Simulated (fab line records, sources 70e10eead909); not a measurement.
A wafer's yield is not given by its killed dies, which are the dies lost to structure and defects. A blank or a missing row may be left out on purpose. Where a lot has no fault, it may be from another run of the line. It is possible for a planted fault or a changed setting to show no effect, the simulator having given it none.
fab line records	flow nand_harc
record lots=24	wafers=72	last_day=33
route steps=1302 shown P_CONTACT@248 P_M0@263 P_M1@300
lots that met no fault: taken from a fault-free run of the same line
start_h: the number of hours between the record's first day and the start of the first shown wafer of the lot	wait_h: time in hours since the lot's previous step	" identical to the entry in the row above	L1.1+2: several wafers, shown together as one row	- value missing, or start not given	* or withheld: withheld	< > ~ a bound
route shown NAME@n: a module of which the file shows steps, and the number in the route of the first	usual: mean/standard deviation taken from wafers without a fault	same: alike in all rows	chamber/n: place in a boat	sites: each site's reading	_std_site: their standard deviation	_edge_site: mean of outer sites minus mean of inner sites	radius_mm: how far each site lies from the wafer's centre	mask NAME#n: copy n	behind: the last tool/chamber to shape the wafer	hold: why the lot was held/for how many hours/how that ended	device: the n, p or np transistor that did not switch	end of line: the same wafers' tests at the end of the route	a step given without rows: its recipe and nothing more	killed: the dies lost at the first sort to structure and to defects; this is not the yield of the wafer	map: per-die view of a wafer (x killed, . not killed, _ where there is no die)
set.NAME: the run value of the setting; set.NAME@STEP: its run value at that earlier step	model.NAME: the simulator's own value behind a step, which no gauge read
route steps across a sampled set of lots; one table per step, one row per wafer
services: when a tool's chamber went out of use (start_h, in hours from the record's first day, below 0 if earlier), for how many hours, and the reason
## steps
# step NHARC_P_CONTACT_CVD_23
# recipe target_thk_a=2000	temp_c=300	pressure_torr=40	wf6_flow_sccm=40	h2_flow_sccm=1600	ar_flow_sccm=1560	time_s=557	material=W
# usual heater_power_w=522/62	throttle_valve_pct=7.96/0.24
# same time_s=557
lot.wafer	tool	chamber	start_h	wait_h	heater_power_w	throttle_valve_pct
L074.1	cvd_w-01	0	-	-	439	7.93
L074.3	"	1	"	"	489	8.44
L074.5	"	1	"	"	480	8.29
L075.2	cvd_w-02	0	-	-	488	7.80
L075.4	"	0	"	"	494	7.76
L075.3	"	1	"	"	611	7.72
L076.1	cvd_w-01	0	-	-	453	8.19
L076.3	"	1	"	"	476	8.30
L076.4	"	0	"	"	450	8.32
L077.2	cvd_w-02	0	-	-	491	7.91
L077.5	"	1	"	"	622	7.64
L077.6	"	0	"	"	486	7.68
L078.2	cvd_w-02	1	-	-	603	8.10
L078.1	"	0	"	"	493	7.63
L078.3	"	0	"	"	477	7.79
L079.1	cvd_w-02	0	-	-	478	7.59
L079.4	"	0	"	"	502	7.80
L079.6	"	0	"	"	501	7.62
L080.1	cvd_w-01	0	-	-	463	8.27
L080.4	"	0	"	"	446	7.89
L080.6	"	1	"	"	489	8.27
L082.2	cvd_w-02	0	-	-	484	7.76
L082.3	"	1	"	"	604	7.59
L082.6	"	1	"	"	602	8.29
L081.1	cvd_w-02	1	-	-	616	7.79
L081.2	"	0	"	"	486	7.70
L081.5	"	1	"	"	614	7.93
L083.4	cvd_w-01	0	-	-	462	8.08
L083.3	"	1	"	"	493	8.16
L083.5	"	1	"	"	505	8.14
L084.1	cvd_w-02	0	-	-	500	7.88
L084.2	"	1	"	"	613	8.35
L084.4	"	0	"	"	496	7.84
L085.1	cvd_w-01	0	-	-	466	8.03
L085.2	"	1	"	"	491	8.30
L085.6	"	1	"	"	508	8.28
L086.1	cvd_w-02	0	-	-	497	7.61
L086.2	"	1	"	"	604	8.07
L086.5	"	1	"	"	622	7.94
L087.3	cvd_w-02	1	-	-	617	7.91
L087.6	"	1	"	"	613	7.87
L087.5	"	0	"	"	492	7.97
L088.1	cvd_w-02	1	-	-	616	7.97
L088.2	"	0	"	"	504	8.16
L088.3	"	1	"	"	621	7.96
L089.1	cvd_w-01	0	-	-	451	8.06
L089.4	"	0	"	"	466	8.09
L089.6	"	0	"	"	460	8.16
L090.1	cvd_w-01	1	-	-	507	8.24
L090.2	"	0	"	"	462	7.96
L090.5	"	0	"	"	456	8.01
L091.2	cvd_w-02	1	-	-	591	7.83
L091.5	"	1	"	"	604	8.14
L091.6	"	0	"	"	454	7.63
L092.1	cvd_w-02	1	-	-	592	7.84
L092.3	"	1	"	"	595	7.72
L092.6	"	0	"	"	477	7.88
L093.3	cvd_w-02	0	-	-	476	7.84
L093.4	"	1	"	"	599	7.76
L093.5	"	0	"	"	461	7.87
L094.1	cvd_w-01	0	-	-	465	8.42
L094.5	"	0	"	"	453	8.14
L094.6	"	0	"	"	471	8.09
L095.1	cvd_w-02	1	-	-	611	7.73
L095.2	"	0	"	"	480	7.96
L095.3	"	1	"	"	604	7.55
L096.3	cvd_w-02	1	-	-	605	7.81
L096.4	"	0	"	"	476	7.73
L096.6	"	0	"	"	468	7.78
L097.1	cvd_w-02	1	-	-	599	7.95
L097.4	"	1	"	"	597	7.84
L097.5	"	0	"	"	477	7.59
# step NHARC_P_M0_CD_MEAS_09
# recipe target_cd_nm=90	landing_energy_ev=500
# usual cd_nm=89.7/0.77
lot.wafer	tool	chamber	start_h	wait_h	cd_nm
L074.1	cd_sem-03	0	117.13	-	90.4
L074.3	"	0	"	"	90.9
L074.5	"	0	"	"	90.4
L075.2	cd_sem-03	0	131.70	-	89.9
L075.3	"	0	"	"	88.9
L075.4	"	0	"	"	89.2
L076.1	cd_sem-03	0	140.51	-	89.9
L076.3	"	0	"	"	90.0
L076.4	"	0	"	"	90.0
L077.2	cd_sem-02	0	153.48	-	89.7
L077.5	"	0	"	"	90.1
L077.6	"	0	"	"	89.3
L078.1	cd_sem-02	0	160.98	-	89.1
L078.2	"	0	"	"	89.5
L078.3	"	0	"	"	90.1
L079.1	cd_sem-01	0	175.68	-	89.3
L079.4	"	0	"	"	89.8
L079.6	"	0	"	"	91.0
L080.1	cd_sem-01	0	177.03	-	90.2
L080.4	"	0	"	"	89.0
L080.6	"	0	"	"	88.8
L082.2	cd_sem-03	0	197.84	-	90.4
L082.3	"	0	"	"	89.5
L082.6	"	0	"	"	89.1
L081.1	cd_sem-03	0	198.79	-	91.0
L081.2	"	0	"	"	90.3
L081.5	"	0	"	"	90.7
L083.3	cd_sem-02	0	214.24	-	88.9
L083.4	"	0	"	"	87.2
L083.5	"	0	"	"	90.1
L084.1	cd_sem-02	0	223.72	-	89.4
L084.2	"	0	"	"	90.4
L084.4	"	0	"	"	88.3
L085.1	cd_sem-02	0	230.08	-	90.3
L085.2	"	0	"	"	90.5
L085.6	"	0	"	"	90.7
L086.1	cd_sem-02	0	238.34	-	89.8
L086.2	"	0	"	"	90.2
L086.5	"	0	"	"	90.0
L087.3	cd_sem-03	0	266.38	-	90.2
L087.5	"	0	"	"	89.2
L087.6	"	0	"	"	88.1
L088.1	cd_sem-01	0	269.34	-	90.0
L088.2	"	0	"	"	90.1
L088.3	"	0	"	"	88.8
L089.1	cd_sem-03	0	280.35	-	90.2
L089.4	"	0	"	"	90.8
L089.6	"	0	"	"	90.2
L090.1	cd_sem-03	0	282.68	-	89.6
L090.2	"	0	"	"	88.0
L090.5	"	0	"	"	89.1
L091.2	cd_sem-02	0	293.73	-	88.7
L091.5	"	0	"	"	89.8
L091.6	"	0	"	"	88.1
L092.1	cd_sem-02	0	304.87	-	89.5
L092.3	"	0	"	"	90.8
L092.6	"	0	"	"	88.2
L093.3	cd_sem-03	0	315.35	-	89.6
L093.4	"	0	"	"	89.3
L093.5	"	0	"	"	89.1
L094.1	cd_sem-03	0	321.16	-	87.8
L094.5	"	0	"	"	88.1
L094.6	"	0	"	"	90.1
L095.1	cd_sem-03	0	332.66	-	89.5
L095.2	"	0	"	"	90.4
L095.3	"	0	"	"	90.3
L096.3	cd_sem-03	0	340.22	-	90.1
L096.4	"	0	"	"	92.1
L096.6	"	0	"	"	90.2
L097.1	cd_sem-03	0	352.60	-	89.8
L097.4	"	0	"	"	90.1
L097.5	"	0	"	"	90.4
# step NHARC_P_M0_DESCUM_14
# recipe time_s=3	o2_flow_sccm=200	ar_flow_sccm=0	bias_power_w=0	chemistry=O2
# usual drypump_motor_current_A=5.7/0.56	oes_product_au=1.001/0.011	rf_vpp_V=57.7/0.87	showerhead_plenum_p_Torr=1.89/0.086	throttle_valve_pct=11.311/0.0089
# same time_s=3
lot.wafer	tool	chamber	start_h	wait_h	drypump_motor_current_A	oes_product_au	rf_hours_counter_h	rf_vpp_V	showerhead_plenum_p_Torr	throttle_valve_pct
L074.3	rie_diel-13	1	117.32	0.1	6.5	1.014	39	56.2	1.78	11.330
L074.1	"	2	"	"	5.4	1.010	38	56.2	1.86	11.303
L074.5	"	1	"	"	6.5	1.021	-	57.0	1.78	11.316
L075.4	rie_diel-02	2	131.89	0.1	5.2	0.994	15	57.6	1.78	11.304
L075.2	"	3	"	"	6.5	1.008	9	57.5	1.90	11.330
L075.3	"	0	"	"	4.9	1.023	14	58.6	1.95	11.319
L076.3	rie_diel-02	2	140.70	0.1	5.2	1.000	16	56.8	1.78	11.325
L076.1	"	3	"	"	6.4	1.012	10	57.7	1.90	11.305
L076.4	"	0	"	"	4.8	1.017	15	58.1	1.95	11.318
L077.2	rie_diel-02	3	153.69	0.1	6.5	1.011	12	57.1	1.90	11.299
L077.5	"	0	"	"	4.9	1.016	-	59.1	1.95	11.305
L077.6	"	1	"	"	5.8	1.017	-	56.7	1.92	11.314
L078.2	rie_diel-02	2	161.18	0.1	5.2	0.996	19	56.5	1.78	11.323
L078.3	"	3	"	"	6.4	0.983	13	57.6	1.90	11.312
L078.1	"	1	"	"	5.8	0.995	19	59.8	1.92	11.316
L079.4	rie_diel-02	2	175.88	0.1	5.2	0.992	21	56.7	1.78	11.318
L079.1	"	0	"	"	4.9	0.999	21	58.0	1.95	11.314
L079.6	"	2	"	"	5.2	0.985	-	57.2	1.78	11.318
L080.1	rie_diel-02	0	177.23	0.1	4.9	1.003	21	57.8	1.95	11.321
L080.4	"	1	"	"	5.8	0.989	21	58.7	1.92	11.312
L080.6	"	3	"	"	6.4	0.992	-	58.4	1.90	11.309
L082.3	rie_diel-01	0	198.03	0.1	5.1	1.010	56	58.1	2.06	11.319
L082.2	"	1	"	"	5.7	0.991	52	57.5	1.99	11.307
L082.6	"	3	"	"	5.3	1.010	-	58.5	1.97	11.308
L081.2	rie_diel-01	3	198.98	0.1	5.4	1.000	57	57.8	1.97	11.292
L081.1	"	0	"	"	5.1	0.991	56	57.5	2.06	11.316
L081.5	"	0	"	"	5.1	1.013	-	58.1	2.06	11.317
L083.3	rie_diel-01	2	214.44	0.1	6.5	1.015	0	58.8	1.89	11.298
L083.4	"	3	"	"	5.4	0.981	0	59.6	1.97	11.302
L083.5	"	1	"	"	5.7	1.007	-	58.8	1.99	11.312
L084.2	rie_diel-13	2	223.90	0.1	5.4	0.987	17	57.2	1.85	11.298
L084.4	"	3	"	"	5.8	0.994	15	57.3	1.78	11.302
L084.1	"	1	"	"	6.5	1.003	19	56.8	1.77	11.303
L085.2	rie_diel-02	3	230.27	0.1	6.5	1.001	0	58.1	1.90	11.321
L085.1	"	0	"	"	4.9	1.004	0	57.7	1.94	11.323
L085.6	"	2	"	"	5.2	0.990	-	56.6	1.78	11.319
L086.2	rie_diel-13	1	238.55	0.1	6.5	1.003	23	56.8	1.77	11.324
L086.1	"	3	"	"	5.9	0.987	19	57.4	1.78	11.312
L086.5	"	1	"	"	6.5	0.993	-	57.1	1.77	11.314
L087.3	rie_diel-02	1	266.59	0.1	5.8	0.995	7	56.8	1.91	11.307
L087.6	"	2	"	"	5.2	0.977	-	58.2	1.78	11.295
L087.5	"	3	"	"	6.4	1.007	-	58.5	1.89	11.293
L088.2	rie_diel-13	2	269.53	0.1	5.4	0.983	35	59.0	1.85	11.325
L088.3	"	3	"	"	5.9	0.977	31	56.9	1.78	11.300
L088.1	"	0	"	"	5.9	1.006	33	58.8	2.05	11.305
L089.4	rie_diel-02	1	280.53	0.1	5.7	1.012	10	58.1	1.91	11.306
L089.1	"	2	"	"	5.2	0.995	10	57.4	1.78	11.309
L089.6	"	1	"	"	5.8	1.008	-	57.5	1.91	11.308
L090.2	rie_diel-02	3	282.88	0.1	6.5	1.014	11	58.2	1.89	11.311
L090.1	"	1	"	"	5.7	1.016	11	57.7	1.91	11.314
L090.5	"	2	"	"	5.2	0.994	-	57.1	1.78	11.326
L091.2	rie_diel-02	2	293.92	0.1	5.2	0.992	12	56.2	1.77	11.316
L091.5	"	1	"	"	5.7	1.012	-	55.9	1.91	11.300
L091.6	"	2	"	"	5.2	0.984	-	56.7	1.77	11.309
L092.3	rie_diel-01	3	305.06	0.1	5.3	0.996	27	58.5	1.96	11.311
L092.1	"	0	"	"	5.1	1.004	29	58.8	2.05	11.306
L092.6	"	3	"	"	5.3	1.003	-	57.5	1.96	11.296
L093.4	rie_diel-02	3	315.53	0.1	6.5	1.011	15	57.4	1.89	11.328
L093.3	"	1	"	"	5.8	1.016	13	57.8	1.91	11.318
L093.5	"	0	"	"	4.9	1.000	-	58.0	1.94	11.316
L094.1	rie_diel-01	3	321.37	0.1	5.3	0.985	33	58.4	1.95	11.320
L094.6	"	1	"	"	5.6	0.994	-	57.6	1.97	11.313
L094.5	"	2	"	"	6.5	1.001	-	59.9	1.88	11.319
L095.1	rie_diel-02	2	332.95	0.2	5.2	0.995	20	57.4	1.77	11.326
L095.2	"	3	"	"	6.4	0.996	20	58.8	1.89	11.306
L095.3	"	0	"	"	4.8	1.003	20	58.1	1.94	11.310
L096.3	rie_diel-13	2	340.40	0.1	5.4	0.972	57	57.7	1.84	11.309
L096.4	"	0	"	"	5.9	1.004	55	57.9	2.04	11.316
L096.6	"	3	"	"	5.9	0.977	-	57.0	1.77	11.321
L097.4	rie_diel-02	0	352.79	0.1	4.9	1.000	23	57.4	1.93	11.330
L097.1	"	3	"	"	6.4	0.996	24	57.8	1.89	11.298
L097.5	"	0	"	"	4.9	1.000	-	58.1	1.93	11.313
# step NHARC_P_M0_ETCH_34
# recipe target_depth_a=400	overetch_a=120	time_s=43.94	ion_energy_ev=200	n2_flow_sccm=150	h2_flow_sccm=150	ar_flow_sccm=0	rf_w=400	bias_w=150	chemistry=N2/H2
# usual drypump_motor_current_A=5.6/0.55	oes_product_au=1.002/0.011	rf_vpp_V=430.0/2.8	showerhead_plenum_p_Torr=2.02/0.092	throttle_valve_pct=14.170/0.0089
# same time_s=43.94
lot.wafer	tool	chamber	start_h	wait_h	drypump_motor_current_A	oes_product_au	rf_hours_counter_h	rf_vpp_V	showerhead_plenum_p_Torr	throttle_valve_pct
L074.3	rie_diel-13	0	117.41	0.1	5.9	1.023	40	434.2	2.20	14.193
L074.1	"	1	"	"	6.5	1.007	39	426.5	1.89	14.163
L074.5	"	0	"	"	5.9	1.029	-	435.0	2.20	14.178
L075.3	rie_diel-02	1	131.97	0.1	5.8	1.006	15	431.4	2.05	14.186
L075.2	"	2	"	"	5.2	1.001	15	427.2	1.90	14.164
L075.4	"	3	"	"	6.4	0.999	9	429.8	2.03	14.167
L076.4	rie_diel-02	0	140.78	0.1	4.8	1.021	15	432.0	2.08	14.163
L076.3	"	2	"	"	5.2	1.002	16	425.0	1.90	14.174
L076.1	"	3	"	"	6.4	1.001	10	429.2	2.03	14.172
L077.2	rie_diel-02	2	153.76	0.1	5.2	1.004	18	427.1	1.90	14.158
L077.5	"	3	"	"	6.5	0.997	-	429.6	2.03	14.165
L077.6	"	0	"	"	4.9	1.013	-	431.4	2.08	14.180
L078.3	rie_diel-02	0	161.27	0.1	4.9	1.012	18	430.3	2.08	14.181
L078.2	"	1	"	"	5.8	1.016	19	430.2	2.04	14.196
L078.1	"	2	"	"	5.2	1.004	19	425.7	1.90	14.170
L079.1	rie_diel-02	1	175.96	0.1	5.8	1.006	21	429.9	2.04	14.153
L079.4	"	2	"	"	5.2	0.994	21	425.2	1.89	14.168
L079.6	"	2	"	"	5.2	0.996	-	427.3	1.90	14.173
L080.1	rie_diel-02	1	177.31	0.1	5.8	0.998	21	431.2	2.04	14.179
L080.4	"	3	"	"	6.5	0.995	16	428.7	2.02	14.175
L080.6	"	1	"	"	5.7	1.002	-	431.8	2.04	14.173
L082.2	rie_diel-01	2	198.11	0.1	6.6	1.011	49	429.5	2.02	14.160
L082.3	"	3	"	"	5.3	0.998	57	431.1	2.10	14.162
L082.6	"	2	"	"	6.5	1.007	-	430.2	2.02	14.173
L081.2	rie_diel-01	3	199.07	0.1	5.3	1.012	57	433.0	2.10	14.174
L081.1	"	0	"	"	5.1	1.011	56	434.7	2.20	14.173
L081.5	"	3	"	"	5.3	1.004	-	431.4	2.10	14.176
L083.3	rie_diel-01	0	214.53	0.1	5.1	1.014	0	434.1	2.20	14.169
L083.4	"	1	"	"	5.7	1.015	0	432.8	2.12	14.177
L083.5	"	3	"	"	5.3	0.975	-	431.8	2.10	14.174
L084.2	rie_diel-13	3	223.99	0.1	5.8	0.987	15	425.9	1.89	14.181
L084.1	"	0	"	"	5.9	1.017	17	434.7	2.19	14.169
L084.4	"	1	"	"	6.5	1.000	19	425.4	1.88	14.177
L085.2	rie_diel-02	0	230.35	0.1	4.9	1.009	0	432.0	2.07	14.174
L085.1	"	2	"	"	5.2	0.993	0	426.7	1.89	14.166
L085.6	"	0	"	"	4.9	1.011	-	430.8	2.07	14.168
L086.2	rie_diel-13	0	238.62	0.1	5.9	1.017	22	433.8	2.19	14.158
L086.1	"	3	"	"	5.8	0.992	19	426.3	1.89	14.164
L086.5	"	1	"	"	6.5	1.005	-	424.6	1.88	14.150
L087.3	rie_diel-02	1	266.65	0.1	5.8	1.002	7	430.1	2.04	14.159
L087.6	"	1	"	"	5.8	1.009	-	430.4	2.04	14.178
L087.5	"	2	"	"	5.2	0.987	-	426.6	1.89	14.171
L088.3	rie_diel-13	1	269.61	0.1	6.5	0.998	36	425.7	1.88	14.160
L088.1	"	2	"	"	5.4	0.988	35	428.7	1.97	14.170
L088.2	"	3	"	"	5.8	0.990	31	425.9	1.89	14.165
L089.4	rie_diel-02	2	280.62	0.1	5.2	0.985	10	424.4	1.89	14.170
L089.1	"	0	"	"	4.9	0.998	11	432.4	2.07	14.156
L089.6	"	1	"	"	5.7	0.999	-	430.1	2.04	14.168
L090.1	rie_diel-02	1	282.95	0.1	5.8	0.996	11	430.7	2.04	14.172
L090.2	"	3	"	"	6.4	1.004	11	431.2	2.02	14.165
L090.5	"	1	"	"	5.8	0.998	-	430.2	2.04	14.160
L091.2	rie_diel-02	2	294.01	0.1	5.2	0.984	12	426.2	1.89	14.181
L091.6	"	3	"	"	6.5	0.998	-	429.5	2.02	14.183
L091.5	"	0	"	"	4.9	0.992	-	430.2	2.07	14.187
L092.1	rie_diel-01	0	305.16	0.1	5.1	1.014	29	434.9	2.19	14.170
L092.3	"	1	"	"	5.7	1.007	30	430.7	2.11	14.176
L092.6	"	0	"	"	5.1	1.008	-	435.3	2.19	14.170
L093.4	rie_diel-02	0	315.62	0.1	4.9	1.013	15	432.0	2.07	14.172
L093.3	"	3	"	"	6.4	1.016	15	430.4	2.02	14.180
L093.5	"	0	"	"	4.8	1.015	-	430.6	2.07	14.170
L094.1	rie_diel-01	2	321.45	0.1	6.5	1.013	33	430.0	2.01	14.178
L094.5	"	0	"	"	5.1	1.006	-	435.2	2.18	14.154
L094.6	"	1	"	"	5.7	1.001	-	432.1	2.11	14.169
L095.3	rie_diel-02	1	333.02	0.1	5.8	1.004	20	430.9	2.03	14.156
L095.1	"	3	"	"	6.5	1.005	20	429.9	2.01	14.171
L095.2	"	0	"	"	4.9	1.003	20	431.1	2.06	14.178
L096.4	rie_diel-13	0	340.50	0.1	5.9	1.000	55	434.5	2.18	14.158
L096.3	"	1	"	"	6.5	0.989	59	425.7	1.87	14.175
L096.6	"	2	"	"	5.4	0.972	-	426.7	1.96	14.183
L097.1	rie_diel-02	0	352.87	0.1	4.9	1.000	23	433.0	2.06	14.169
L097.4	"	2	"	"	5.2	1.002	25	426.4	1.88	14.165
L097.5	"	1	"	"	5.7	1.003	-	431.9	2.03	14.172
# step NHARC_P_M0_PRE_CLEAN_31
# recipe time_s=12	temp_c=370	rf_power_w=300	gas=NH3
# usual heater_power_w=635/80
# same time_s=12
lot.wafer	tool	chamber	start_h	wait_h	heater_power_w
L074.3	pecvd-02	0	119.92	0.1	769
L074.1	"	2	"	"	603
L074.5	"	1	"	"	606
L075.2	pecvd-04	1	134.46	0.1	473
L075.3	"	0	"	"	552
L075.4	"	1	"	"	471
L076.1	pecvd-02	0	143.28	0.1	653
L076.3	"	2	"	"	506
L076.4	"	0	"	"	662
L077.2	pecvd-03	1	156.21	0.1	545
L077.6	"	1	"	"	534
L077.5	"	2	"	"	746
L078.2	pecvd-03	2	163.72	0.1	677
L078.3	"	0	"	"	654
L078.1	"	1	"	"	656
L079.1	pecvd-04	0	178.75	0.1	611
L079.4	"	2	"	"	596
L079.6	"	0	"	"	592
L080.1	pecvd-02	2	179.92	0.1	600
L080.6	"	2	"	"	590
L080.4	"	1	"	"	620
L082.3	pecvd-02	0	200.56	0.1	698
L082.2	"	1	"	"	666
L082.6	"	2	"	"	485
L081.2	pecvd-03	1	201.53	0.1	627
L081.1	"	2	"	"	722
L081.5	"	0	"	"	696
L083.3	pecvd-03	2	217.05	0.1	751
L083.5	"	0	"	"	729
L083.4	"	1	"	"	586
L084.1	pecvd-02	1	226.46	0.1	616
L084.2	"	2	"	"	576
L084.4	"	1	"	"	627
L085.1	pecvd-04	0	232.81	0.1	549
L085.2	"	1	"	"	462
L085.6	"	2	"	"	598
L086.2	pecvd-02	1	241.08	0.1	602
L086.1	"	2	"	"	595
L086.5	"	1	"	"	617
L087.3	pecvd-02	2	269.15	0.1	515
L087.5	"	1	"	"	620
L087.6	"	0	"	"	746
L088.2	pecvd-03	1	272.05	0.1	710
L088.3	"	2	"	"	729
L088.1	"	0	"	"	724
L089.1	pecvd-03	0	283.06	0.1	653
L089.4	"	0	"	"	662
L089.6	"	1	"	"	665
L090.2	pecvd-04	2	285.44	0.1	636
L090.1	"	1	"	"	480
L090.5	"	0	"	"	549
L091.2	pecvd-04	2	296.50	0.1	646
L091.6	"	2	"	"	615
L091.5	"	1	"	"	523
L092.1	pecvd-03	2	307.84	0.1	750
L092.3	"	1	"	"	677
L092.6	"	2	"	"	761
L093.3	pecvd-03	2	318.13	0.1	703
L093.5	"	2	"	"	693
L093.4	"	0	"	"	686
L094.1	pecvd-02	2	323.91	0.1	610
L094.6	"	2	"	"	588
L094.5	"	0	"	"	745
L095.2	pecvd-02	0	335.48	0.1	767
L095.3	"	1	"	"	547
L095.1	"	2	"	"	550
L096.3	pecvd-03	1	343.12	0.1	688
L096.4	"	2	"	"	647
L096.6	"	1	"	"	709
L097.1	pecvd-03	1	355.36	0.1	613
L097.4	"	0	"	"	715
L097.5	"	1	"	"	632
# step NHARC_P_M1_ETCH_15
# recipe target_depth_a=1825	time_s=91.2	c4f8_flow_sccm=withheld	ar_flow_sccm=400	rf_w=600	bias_w=300	chemistry=C4F8/Ar
# usual oes_product_au=0.958/0.023	rf_vpp_V=439.0/2.8
# same time_s=91.2
lot.wafer	tool	chamber	start_h	wait_h	oes_product_au	rf_hours_counter_h	rf_vpp_V
L074.3	rie_diel-11	1	-	-	0.974	3	445.4
L074.1	"	2	"	"	0.974	3	444.7
L074.5	"	1	"	"	0.961	-	444.8
L075.2	rie_diel-07	0	-	-	0.981	0	438.6
L075.3	"	1	"	"	0.965	1	435.6
L075.4	"	2	"	"	0.990	1	436.6
L076.1	rie_diel-07	1	-	-	0.979	1	438.0
L076.3	"	2	"	"	0.989	1	436.4
L076.4	"	3	"	"	0.975	1	438.8
L077.2	rie_diel-11	1	-	-	0.970	6	445.3
L077.5	"	0	"	"	0.980	-	437.5
L077.6	"	1	"	"	0.965	-	444.8
L078.1	rie_diel-07	2	-	-	0.976	2	435.5
L078.3	"	0	"	"	0.971	2	439.5
L078.2	"	1	"	"	0.981	2	436.4
L079.4	rie_diel-07	3	-	-	0.959	3	438.9
L079.1	"	1	"	"	0.970	3	437.0
L079.6	"	2	"	"	0.961	-	438.0
L080.1	rie_diel-11	3	-	-	0.912	10	443.1
L080.4	"	0	"	"	0.927	8	437.1
L080.6	"	2	"	"	0.930	-	443.1
L082.3	rie_diel-07	1	-	-	0.921	4	438.5
L082.2	"	2	"	"	0.934	4	435.9
L082.6	"	0	"	"	0.923	-	439.7
L081.1	rie_diel-07	0	-	-	0.967	4	440.6
L081.2	"	1	"	"	0.967	4	438.0
L081.5	"	0	"	"	0.977	-	439.7
L083.4	rie_diel-11	2	-	-	0.980	12	442.8
L083.3	"	3	"	"	0.957	13	442.2
L083.5	"	1	"	"	0.945	-	443.5
L084.1	rie_diel-07	0	-	-	0.944	6	439.6
L084.4	"	1	"	"	0.935	5	436.6
L084.2	"	2	"	"	0.940	5	438.4
L085.2	rie_diel-07	3	-	-	0.974	6	438.8
L085.1	"	0	"	"	0.994	6	439.3
L085.6	"	1	"	"	0.972	-	436.1
L086.1	rie_diel-07	1	-	-	0.966	6	438.5
L086.2	"	2	"	"	0.975	6	436.9
L086.5	"	2	"	"	0.975	-	436.4
L087.3	rie_diel-07	2	-	-	0.927	7	436.4
L087.5	"	0	"	"	0.938	-	439.4
L087.6	"	1	"	"	0.931	-	439.7
L088.3	rie_diel-07	1	-	-	0.917	8	437.2
L088.2	"	3	"	"	0.918	9	438.4
L088.1	"	0	"	"	0.936	9	439.9
L089.4	rie_diel-11	2	-	-	0.946	3	443.7
L089.1	"	3	"	"	0.946	3	441.1
L089.6	"	1	"	"	0.975	-	444.2
L090.1	rie_diel-07	3	-	-	0.926	10	440.6
L090.2	"	0	"	"	0.935	10	439.4
L090.5	"	3	"	"	0.921	-	436.7
L091.2	rie_diel-04	1	-	-	0.929	31	439.0
L091.6	"	3	"	"	0.911	-	446.2
L091.5	"	0	"	"	0.916	-	441.1
L092.3	rie_diel-07	1	-	-	0.977	0	437.8
L092.1	"	0	"	"	0.978	0	438.8
L092.6	"	2	"	"	0.982	-	436.5
L093.3	rie_diel-07	3	-	-	0.969	1	438.5
L093.4	"	0	"	"	0.971	1	440.0
L093.5	"	3	"	"	0.968	-	436.4
L094.1	rie_diel-07	2	-	-	0.965	2	437.1
L094.6	"	3	"	"	0.975	-	439.5
L094.5	"	0	"	"	0.968	-	438.3
L095.3	rie_diel-11	3	-	-	0.950	7	440.3
L095.2	"	1	"	"	0.974	7	444.2
L095.1	"	2	"	"	0.941	7	443.5
L096.3	rie_diel-07	3	-	-	0.975	3	437.5
L096.4	"	1	"	"	0.991	3	436.9
L096.6	"	3	"	"	0.967	-	437.7
L097.4	rie_diel-07	0	-	-	0.982	3	438.0
L097.1	"	1	"	"	0.970	3	437.1
L097.5	"	2	"	"	0.956	-	436.4
## services
tool	chamber	start_h	hours	kind
cvd_w-02	0	105.47	11.9	repair
rie_diel-07	1	105.77	5.3	repair
rie_diel-01	0	106.82	6.2	repair
rie_diel-07	-	117.20	9.0	pm
cvd_w-02	-	117.39	0.8	repair
rie_diel-02	2	133.25	1.4	repair
rie_diel-01	2	141.89	8.3	repair
rie_diel-01	3	152.32	6.0	repair
rie_diel-07	0	155.31	3.7	repair
rie_diel-13	-	165.00	9.0	pm
rie_diel-07	3	166.27	5.3	repair
pecvd-03	-	185.03	13.0	pm
rie_diel-01	-	205.24	9.0	pm
rie_diel-13	3	211.57	1.3	repair
rie_diel-02	-	216.71	9.0	pm
rie_diel-13	-	223.40	0.1	repair
pecvd-03	2	243.44	6.8	repair
rie_diel-07	2	251.99	1.2	repair
rie_diel-07	2	259.90	5.3	repair
cvd_w-02	-	269.00	13.0	pm
rie_diel-02	1	271.40	3.1	repair
rie_diel-07	3	288.87	4.6	repair
rie_diel-07	-	294.20	9.0	pm
rie_diel-02	1	317.81	2.1	repair
## key
fault none
